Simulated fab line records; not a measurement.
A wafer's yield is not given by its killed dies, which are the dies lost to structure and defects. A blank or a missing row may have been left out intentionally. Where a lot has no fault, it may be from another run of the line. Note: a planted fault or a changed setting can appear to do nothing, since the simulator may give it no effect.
fab line records ; flow nand_harc
[record] lots = 12; wafers = 35; last_day = 33
route steps=1302 shown A_CHANNEL_HOLE_D2@588 A_CHANNEL_FILL_D2@616 END@1302
lots untouched by any fault: they come from a run of this same line in which no faults occurred
start_h: hours from the record's first day to the start of the lot's first wafer shown ; wait_h: how many hours have passed since the lot's step before this one ; " repeats the value in the row above ; L1.1+2: a single row standing in for several wafers ; - no value, or no start was given ; * or withheld: withheld ; < > ~ a bound
route shown NAME@n: NAME is a module with steps in the file, n the number in the route of the first one ; usual: the fault-free wafers' mean and standard deviation ; same: alike in all rows ; chamber/n: place in a boat ; sites: the reading at each site ; _std_site: how widely they spread, as a standard deviation ; _edge_site: outer sites' mean less inner sites' ; radius_mm: for every site, how far away it sits from the centre of the wafer ; mask NAME#n: copy n ; behind: the tool/chamber that last shaped the wafer ; hold: cause of the lot's hold/its duration in hours/its outcome ; device: whichever transistor did not switch (one of n, p or np) ; end of line: the route-end tests of the same wafers ; for a step that has no rows: nothing shown but its recipe ; killed: the dies lost at the first sort to structure and to defects; this is not the yield of the wafer ; map: per-die view of a wafer (x killed, . not killed, _ where there is no die)
set.NAME: the setting the step ran with; set.NAME@STEP: the setting that earlier step ran with ; model.NAME: the simulator's own value behind a step, which no gauge read
steps of the route over a sample of lots; a table a step, a row a wafer
services: from which hour (start_h, from the record's first day; less than 0 if before it) a tool's chamber was out of use, for how many hours, and why
[[steps]]
[step NHARC_A_CHANNEL_HOLE_D2_ETCH_34]
[recipe] target_depth_a = 1540; time_s = 77; cf4_flow_sccm = 100; chf3_flow_sccm = 30; ar_flow_sccm = 0; rf_w = 500; bias_w = 200; chemistry = CF4/CHF3
[usual] chamber_pressure_mTorr = 25.000/0.023; drypump_motor_current_A = 5.6/0.47; oes_product_au = 0.957/0.019; rf_vpp_V = 370.6/1.6; showerhead_plenum_p_Torr = 1.57/0.045; throttle_valve_pct = 16.802/0.009
lot.wafer;tool;chamber;start_h;wait_h;chamber_pressure_mTorr;drypump_motor_current_A;oes_product_au;rf_hours_counter_h;rf_vpp_V;showerhead_plenum_p_Torr;throttle_valve_pct
L336.3;rie_diel-13;3;-;-;25.044;5.9;0.972;5;370.9;1.57;16.803
L336.2;rie_diel-13;0;-;-;25.023;5.6;0.964;4;368.6;1.53;16.803
L336.6;rie_diel-13;3;-;-;24.962;5.9;0.979;-;371.2;1.57;16.791
L339.3;rie_diel-13;0;-;-;24.970;5.6;0.920;8;368.9;1.53;16.808
L339.4;rie_diel-13;1;-;-;25.007;6.6;0.917;8;372.6;1.63;16.801
L339.5;rie_diel-13;1;-;-;24.995;6.6;0.919;-;372.7;1.63;16.802
L340.2;rie_diel-13;2;-;-;24.962;5.5;0.930;9;367.9;1.51;16.802
L340.4;rie_diel-13;0;-;-;25.012;5.6;0.933;9;368.4;1.53;16.796
L341.2;rie_diel-04;0;-;-;25.010;4.9;0.973;8;369.1;1.54;16.802
L341.3;rie_diel-04;2;-;-;25.012;5.0;0.967;8;371.9;1.63;16.795
L341.5;rie_diel-04;0;-;-;24.993;4.9;0.973;-;371.1;1.54;16.806
L349.2;rie_diel-13;1;-;-;25.021;6.6;0.969;3;373.2;1.63;16.797
L349.3;rie_diel-13;2;-;-;24.997;5.5;0.974;3;369.0;1.51;16.803
L349.4;rie_diel-13;0;-;-;24.993;5.6;0.958;3;370.3;1.53;16.814
L351.3;rie_diel-04;1;-;-;24.996;5.5;0.980;5;371.3;1.58;16.797
L351.5;rie_diel-04;3;-;-;24.990;5.9;0.981;-;374.7;1.65;16.795
L351.6;rie_diel-04;0;-;-;24.983;4.9;0.967;-;368.3;1.54;16.802
L350.2;rie_diel-08;2;-;-;24.990;5.3;0.971;4;371.0;1.57;16.791
L350.4;rie_diel-08;0;-;-;25.017;6.0;0.962;2;370.0;1.56;16.810
L350.5;rie_diel-08;2;-;-;24.980;5.2;0.967;-;369.4;1.57;16.801
L353.2;rie_diel-04;1;-;-;24.951;5.5;0.972;7;371.3;1.58;16.799
L353.3;rie_diel-04;2;-;-;25.010;5.0;0.988;7;372.0;1.63;16.806
L353.4;rie_diel-04;3;-;-;24.972;5.9;0.965;6;372.8;1.65;16.806
L352.3;rie_diel-13;0;-;-;24.977;5.5;0.976;7;369.7;1.52;16.806
L352.1;rie_diel-13;2;-;-;24.979;5.5;0.958;7;369.4;1.51;16.792
L352.2;rie_diel-13;3;-;-;24.987;5.9;0.963;7;369.5;1.56;16.815
L355.3;rie_diel-08;3;-;-;24.987;5.7;0.975;6;370.6;1.62;16.801
L355.4;rie_diel-08;1;-;-;24.991;5.1;0.945;7;368.9;1.54;16.785
L355.2;rie_diel-08;2;-;-;25.042;5.3;0.959;7;369.2;1.57;16.802
L356.4;rie_diel-13;3;-;-;25.000;5.9;0.959;9;370.7;1.56;16.815
L356.2;rie_diel-13;0;-;-;24.995;5.6;0.957;9;367.5;1.52;16.816
L356.5;rie_diel-13;3;-;-;25.034;5.9;0.961;-;370.0;1.56;16.799
L358.1;rie_diel-13;0;-;-;25.000;5.6;0.922;10;368.9;1.52;16.811
L358.3;rie_diel-13;1;-;-;25.021;6.7;0.922;9;372.6;1.63;16.797
L358.6;rie_diel-13;3;-;-;24.967;5.9;0.926;-;370.6;1.56;16.803
[step NHARC_A_CHANNEL_FILL_D2_ALD_16]
[recipe] target_thk_a = 15; pulse_time_s = 10; ald_cycles = 15; temp_c = 300; material = SiO2
[usual] ald_cycles = 15/0; heater_power_w = 471/58; precursor_pulse_height_rel = 0.998/0.02
lot.wafer;tool;chamber;start_h;wait_h;ald_cycles;heater_power_w;precursor_pulse_height_rel
L336.2;ald_hk-02;2;305.42;1.7;15;445;1.000
L336.3;ald_hk-02;3;305.42;1.7;15;433;0.972
L336.6;ald_hk-02;2;305.42;1.7;15;456;0.995
L339.4;ald_hk-02;0;344.20;0.1;20;554;0.975
L339.3;ald_hk-02;2;344.20;0.1;20;453;1.021
L339.5;ald_hk-02;3;344.20;0.1;15;432;0.996
L340.4;ald_hk-02;1;344.52;0.4;20;473;1.014
L340.2;ald_hk-02;2;344.52;0.4;15;448;1.032
L341.2;ald_hk-04;2;353.90;0.0;15;376;1.023
L341.3;ald_hk-04;3;353.90;0.0;15;488;1.007
L341.5;ald_hk-04;2;353.90;0.0;15;376;1.009
L349.4;ald_hk-01;2;437.30;0.0;15;502;1.005
L349.3;ald_hk-01;3;437.30;0.0;15;445;0.994
L349.2;ald_hk-01;1;437.30;0.0;15;505;1.040
L351.3;ald_hk-01;1;469.07;0.1;15;484;1.012
L351.6;ald_hk-01;0;469.07;0.1;15;586;0.985
L351.5;ald_hk-01;1;469.07;0.1;15;497;1.007
L350.2;ald_hk-01;3;469.24;0.3;15;452;0.955
L350.4;ald_hk-01;0;469.24;0.3;15;599;1.004
L350.5;ald_hk-01;2;469.24;0.3;15;514;1.003
L352.2;ald_hk-02;1;478.55;0.0;15;490;1.029
L352.3;ald_hk-02;2;478.55;0.0;15;459;0.999
L352.1;ald_hk-02;0;478.55;0.0;15;574;0.996
L353.2;ald_hk-04;0;478.55;0.0;15;395;1.018
L353.4;ald_hk-04;2;478.55;0.0;15;380;0.995
L353.3;ald_hk-04;3;478.55;0.0;15;467;1.019
L355.3;ald_hk-02;3;505.17;0.4;15;409;1.006
L355.2;ald_hk-02;0;505.17;0.4;15;560;0.962
L355.4;ald_hk-02;1;505.17;0.4;15;501;0.990
L356.4;ald_hk-04;0;527.33;0.1;15;392;0.990
L356.2;ald_hk-04;1;527.33;0.1;15;520;0.986
L356.5;ald_hk-04;0;527.33;0.1;15;407;0.966
L358.3;ald_hk-04;2;535.99;0.1;15;372;0.997
L358.1;ald_hk-04;3;535.99;0.1;15;464;0.972
L358.6;ald_hk-04;0;535.99;0.1;15;402;0.997
[step NHARC_A_CHANNEL_FILL_D2_ETCHBACK_20]
[recipe] target_depth_a = 270; time_s = 13.5; c4f8_flow_sccm = withheld; o2_flow_sccm = 8; ar_flow_sccm = withheld; rf_w = 600; bias_w = 1500; chemistry = C4F8/O2/Ar
[usual] chamber_pressure_mTorr = 25.001/0.024; oes_product_au = 0.985/0.026; rf_vpp_V = 976/4.5
lot.wafer;tool;chamber;start_h;wait_h;chamber_pressure_mTorr;oes_product_au;rf_hours_counter_h;rf_vpp_V
L336.2;rie_diel-11;3;317.45;-;25.007;0.944;1;976
L336.3;rie_diel-11;0;317.45;-;24.986;0.947;1;973
L336.6;rie_diel-11;3;317.45;-;25.040;0.954;-;977
L339.3;rie_diel-07;3;356.17;-;25.029;0.993;2;972
L339.4;rie_diel-07;0;356.17;-;24.996;0.991;2;984
L339.5;rie_diel-07;3;356.17;-;24.980;0.989;-;972
L340.2;rie_diel-12;0;356.20;-;25.023;1.014;14;979
L340.4;rie_diel-12;2;356.20;-;25.017;0.988;-;974
L341.3;rie_diel-11;2;366.10;-;24.951;0.940;2;971
L341.2;rie_diel-11;3;366.10;-;25.002;0.926;2;976
L341.5;rie_diel-11;0;366.10;-;24.985;0.930;-;971
L349.4;rie_diel-07;0;448.14;-;25.005;0.992;5;985
L349.2;rie_diel-07;1;448.14;-;25.018;0.998;5;977
L349.3;rie_diel-07;2;448.14;-;25.022;0.995;4;981
L350.4;rie_diel-07;3;481.01;-;25.028;0.996;0;970
L350.2;rie_diel-07;1;481.01;-;25.004;1.004;0;977
L350.5;rie_diel-07;3;481.01;-;24.979;1.006;-;971
L351.3;rie_diel-11;1;481.02;-;25.049;0.978;1;972
L351.6;rie_diel-11;3;481.02;-;25.009;0.994;-;978
L351.5;rie_diel-11;0;481.02;-;24.989;0.984;-;972
L353.3;rie_diel-11;0;492.07;-;24.999;0.919;1;971
L353.2;rie_diel-11;1;492.07;-;25.011;0.917;1;973
L353.4;rie_diel-11;2;492.07;-;25.030;0.923;1;971
L352.2;rie_diel-07;2;492.07;-;24.998;0.990;0;981
L352.1;rie_diel-07;3;492.07;-;25.003;1.007;0;971
L352.3;rie_diel-07;0;492.07;-;24.989;0.997;0;985
L355.4;rie_diel-11;3;517.14;-;24.997;0.977;1;977
L355.3;rie_diel-11;0;517.14;-;25.016;0.977;1;971
L355.2;rie_diel-11;2;517.14;-;25.011;0.955;1;971
L356.2;rie_diel-07;1;540.75;-;25.004;0.984;1;978
L356.4;rie_diel-07;2;540.75;-;24.975;1.003;1;980
L356.5;rie_diel-07;1;540.75;-;25.007;0.993;-;978
L358.3;rie_diel-07;2;547.57;-;24.998;0.996;2;981
L358.1;rie_diel-07;1;547.57;-;25.012;1.001;2;978
L358.6;rie_diel-07;2;547.57;-;25.042;0.995;-;981
[step NHARC_A_CHANNEL_FILL_D2_STRIP_29]
[recipe] time_s = 20; o2_flow_sccm = 500; ar_flow_sccm = 0; bias_w = 0; chemistry = O2
[usual] chamber_pressure_mTorr = 59.99/0.056; drypump_motor_current_A = 5.8/0.37; oes_product_au = 1.000/0.0068; rf_vpp_V = 57.7/0.79; showerhead_plenum_p_Torr = 3.47/0.11; throttle_valve_pct = 17.036/0.0091
lot.wafer;tool;chamber;start_h;wait_h;chamber_pressure_mTorr;drypump_motor_current_A;oes_product_au;rf_hours_counter_h;rf_vpp_V;showerhead_plenum_p_Torr;throttle_valve_pct
L336.3;rie_diel-11;3;-;-;59.99;5.4;1.001;2;58.0;3.49;17.034
L336.2;rie_diel-11;0;-;-;60.01;5.8;0.989;2;57.3;3.35;17.040
L336.6;rie_diel-11;0;-;-;59.99;5.9;0.993;-;57.6;3.35;17.032
L340.2;rie_diel-07;0;-;-;60.03;5.9;1.005;2;58.4;3.69;17.040
L340.4;rie_diel-07;3;-;-;59.99;6.5;1.015;2;57.2;3.35;17.043
L339.4;rie_diel-07;1;-;-;59.98;5.7;1.000;2;58.8;3.51;17.030
L339.3;rie_diel-07;2;-;-;59.96;5.7;1.003;2;59.2;3.59;17.033
L339.5;rie_diel-07;0;-;-;60.09;5.9;0.999;-;57.0;3.69;17.028
L341.2;rie_diel-11;1;-;-;59.90;6.1;1.000;3;58.2;3.38;17.034
L341.3;rie_diel-11;3;-;-;60.04;5.5;0.999;3;57.7;3.49;17.040
L341.5;rie_diel-11;0;-;-;59.87;5.9;1.007;-;57.5;3.35;17.047
L349.3;rie_diel-11;2;-;-;59.99;5.4;1.006;1;56.8;3.34;17.030
L349.4;rie_diel-11;0;-;-;60.03;5.8;0.991;1;57.3;3.35;17.040
L349.2;rie_diel-11;1;-;-;59.89;6.1;0.993;1;57.2;3.38;17.035
L350.4;rie_diel-11;3;-;-;59.90;5.5;1.005;1;59.4;3.49;17.054
L350.2;rie_diel-11;0;-;-;60.03;5.8;0.999;1;57.6;3.35;17.036
L350.5;rie_diel-11;3;-;-;60.05;5.5;1.007;-;57.5;3.49;17.039
L351.3;rie_diel-12;1;-;-;59.90;5.8;0.993;9;58.2;3.52;17.049
L351.6;rie_diel-12;3;-;-;59.92;6.5;1.004;-;57.8;3.45;17.035
L351.5;rie_diel-12;0;-;-;59.94;5.5;0.992;-;59.0;3.51;17.027
L352.1;rie_diel-07;1;509.94;0.2;60.02;5.7;0.995;0;57.6;3.51;17.047
L352.2;rie_diel-07;2;509.94;0.2;59.97;5.8;0.986;0;57.2;3.59;17.056
L352.3;rie_diel-07;3;509.94;0.2;60.05;6.5;1.005;1;56.5;3.35;17.048
L353.4;rie_diel-11;2;-;-;60.04;5.4;0.993;1;58.0;3.34;17.040
L353.2;rie_diel-11;0;-;-;60.09;5.9;0.997;1;57.6;3.35;17.027
L353.3;rie_diel-11;1;-;-;60.04;6.1;0.992;1;57.3;3.38;17.033
L355.4;rie_diel-07;3;-;-;60.00;6.5;1.003;1;56.9;3.34;17.026
L355.2;rie_diel-07;0;-;-;60.00;5.9;0.997;1;57.9;3.68;17.031
L355.3;rie_diel-07;2;-;-;60.01;5.7;0.995;1;57.8;3.59;17.034
L356.4;rie_diel-07;1;-;-;59.98;5.7;0.996;2;56.9;3.51;17.029
L356.2;rie_diel-07;0;-;-;60.06;5.9;1.007;2;58.6;3.68;17.032
L356.5;rie_diel-07;1;-;-;60.00;5.7;0.998;-;58.0;3.51;17.046
L358.3;rie_diel-07;0;-;-;59.93;5.9;0.996;2;58.9;3.68;17.042
L358.1;rie_diel-07;1;-;-;59.98;5.7;0.984;2;56.9;3.51;17.023
L358.6;rie_diel-07;2;-;-;59.95;5.7;0.997;-;57.3;3.59;17.043
[step NHARC_END_SORT_01]
[recipe] temp_c = 25
[usual] killed_at_array = 59/17; killed_at_other = 0.7/0.9; killed_at_periphery = 3.6/2.3; killed_dies = 63/18; killed_open = 3.4/1.9; killed_short = 2.6/1.7
[same] gross_dies = 677
lot.wafer;tool;chamber;start_h;wait_h;killed_at_array;killed_at_other;killed_at_periphery;killed_dies;killed_open;killed_short
L353.2;prober-02;0;734.09;2.8;94;0;6;100;4;4
L353.3;prober-02;0;734.90;3.1;74;0;3;77;1;4
L353.4;prober-02;0;735.70;3.4;82;1;4;87;1;3
// killed by level:class
L353.2 A_CHANNEL_HOLE_D1:chamber_film_flake=35 A_SLIT:chamber_film_flake=34 A_CONTACT:chamber_film_flake=11 A_WL_FILL:chamber_film_flake=4 P_CONTACT:geometric_particle:open=2 A_DECK1_JOINT:geometric_particle:open=2 P_GATE:chamber_film_flake=2 A_STAIRCASE:chamber_film_flake=2
L353.3 A_CHANNEL_HOLE_D1:chamber_film_flake=30 A_SLIT:chamber_film_flake=18 A_CONTACT:chamber_film_flake=12 A_DECK1_JOINT:chamber_film_flake=5 A_WL_FILL:chamber_film_flake=3 P_GATE:geometric_particle:open=1 A_CHANNEL_FILL_D1:geometric_particle:short=1 A_ONON_D2:geometric_particle:short=1
L353.4 A_SLIT:chamber_film_flake=34 A_CHANNEL_HOLE_D1:chamber_film_flake=28 A_CONTACT:chamber_film_flake=12 P_GATE:chamber_film_flake=2 A_DECK1_JOINT:chamber_film_flake=2 A_WL_FILL:chamber_film_flake=2 A_CHANNEL_FILL_D2:geometric_particle:short=1 A_WL_FILL:geometric_particle:open=1
[[services]]
tool;chamber;start_h;hours;kind
rie_diel-07;-;294.20;9.0;pm
ald_hk-01;-;305.35;10.0;pm
ald_hk-04;-;320.93;1.3;repair
rie_diel-08;2;335.88;5.3;repair
rie_diel-13;-;342.00;9.0;pm
rie_diel-04;-;354.90;9.0;pm
rie_diel-08;0;356.13;5.0;repair
rie_diel-07;-;391.05;0.4;repair
rie_diel-04;0;391.23;3.2;repair
rie_diel-11;0;413.39;5.5;repair
rie_diel-13;1;419.44;5.6;repair
rie_diel-04;3;422.81;5.7;repair
rie_diel-11;-;432.50;9.0;pm
rie_diel-07;2;437.36;3.0;repair
rie_diel-07;0;451.93;14.4;repair
rie_diel-11;1;459.15;5.2;repair
rie_diel-04;1;470.09;27.1;repair
rie_diel-07;-;471.20;9.0;pm
ald_hk-01;-;480.47;1.0;repair
ald_hk-01;-;483.35;10.0;pm
rie_diel-07;0;500.74;19.2;repair
rie_diel-11;1;517.66;16.6;repair
rie_diel-13;-;519.47;9.0;pm
rie_diel-04;-;531.90;9.0;pm
[[key]]
[first_sign] step = NHARC_A_CHANNEL_FILL_D2_ALD_16; reading = ald_cycles; direction = up; sigmas = 99+; usual = 15; struck = 20
effect none on later readings
met_at NHARC_A_CHANNEL_FILL_D2_ALD_16
struck_lots L339,L340
struck_wafers L339.3,L339.4,L340.4
tester_left_out L339,L340
not_acting_at NHARC_A_CHANNEL_HOLE_D2_ETCH_34,NHARC_A_CHANNEL_FILL_D2_ETCHBACK_20,NHARC_A_CHANNEL_FILL_D2_STRIP_29
onset_between 305.42 344.20
[fault] kind = process_parameter_drift; tool = ald_hk-02; chamber = -; onset_h = 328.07; steps = NHARC_A_CHANNEL_FILL_D2_ALD_16; channel = ald_cycles; offset = 5; shape = step; end_h = 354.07; scope = struck_wafers_only; acts_in = these_recipes_only; stated = 15
// tester_left_out: of these lots the tester's yield and bins aren't shown, on N5 and GAA mostly nor the transistor test; their killed dies are dies lost to structure and defects alone, not to doping, threshold or leakage, so they don't give the yield
